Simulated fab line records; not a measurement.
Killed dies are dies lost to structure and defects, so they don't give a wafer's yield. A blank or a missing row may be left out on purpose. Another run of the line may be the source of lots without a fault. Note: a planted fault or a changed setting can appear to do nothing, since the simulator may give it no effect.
A single fault, viewed from 2 desks | flow n5 finfet | every desk sees just its own numbers, and what lay behind them comes last

THE DEFECT DESK
Inspection counts along the route, by lot: the mean over sampled wafers that carry a number. Marked OUT: a lot whose mean sits more than 4 standard deviations from the usual mean, which makes it out of limits; the brackets give that distance.
Columns: A = raw defect count at N5_SDB_INSPECT_13, usual 76
lot  | first seen here | A
L167 | day 3 21:43     | 96
L172 | day 5 07:04     | 103
L173 | day 5 17:04     | 37
L174 | day 5 19:08     | 99
L177 | day 6 20:38     | 67
L178 | day 6 21:45     | 58
L179 | day 7 02:26     | 65
L183 | day 7 21:47     | 75
L185 | day 8 14:01     | 58
L189 | day 9 15:07     | 65
Finding of this desk: none of the 10 lots has anything out of limits.

TOOL OWNER'S DESK, rie diel-05
The tool's own readings at N5_SDB_HM_OPEN_20 (chemistry CH3F/O2, target SiNx, stops on poly-Si, target depth 24 nm): means of the sampled wafers that have a number, for each lot that ran on this tool. Marked OUT: a lot whose mean sits more than 4 standard deviations from the usual mean, which makes it out of limits; the brackets give that distance.
Columns: A = drypump motor current A at N5_SDB_HM_OPEN_20, usual 6.0 A; B = mfc ar sccm at N5_SDB_HM_OPEN_20, usual 149.9 sccm; C = oes product au at N5_SDB_HM_OPEN_20, usual 0.61 a.u.; D = rf vpp V at N5_SDB_HM_OPEN_20, usual 295 V; E = showerhead plenum p Torr at N5_SDB_HM_OPEN_20, usual 1.99 Torr; F = throttle valve pct at N5_SDB_HM_OPEN_20, usual 16.27 %
lot  | first seen here | A   | B     | C    | D   | E    | F
L167 | day 3 21:59     | 5.7 | 150.2 | 0.59 | 288 | 1.99 | 16.15
L173 | day 5 17:20     | 5.7 | 150.3 | 0.59 | 288 | 1.98 | 16.17
L174 | day 5 19:24     | 5.7 | 150.2 | 0.59 | 288 | 1.98 | 16.18
L177 | day 6 20:55     | 6.0 | 149.6 | 0.58 | 291 | 1.95 | 16.37
L178 | day 6 22:01     | 5.5 | 149.8 | 0.59 | 288 | 2.02 | 16.16
L179 | day 7 02:43     | 5.5 | 149.9 | 0.58 | 288 | 1.94 | 16.20
Finding of this desk: none of the 6 lots has anything out of limits.

PUT TOGETHER
The defect desk saw nothing out of limits.
The desk of the tool owner found nothing out of limits.

WHAT WAS PUT IN BY THE SIMULATOR
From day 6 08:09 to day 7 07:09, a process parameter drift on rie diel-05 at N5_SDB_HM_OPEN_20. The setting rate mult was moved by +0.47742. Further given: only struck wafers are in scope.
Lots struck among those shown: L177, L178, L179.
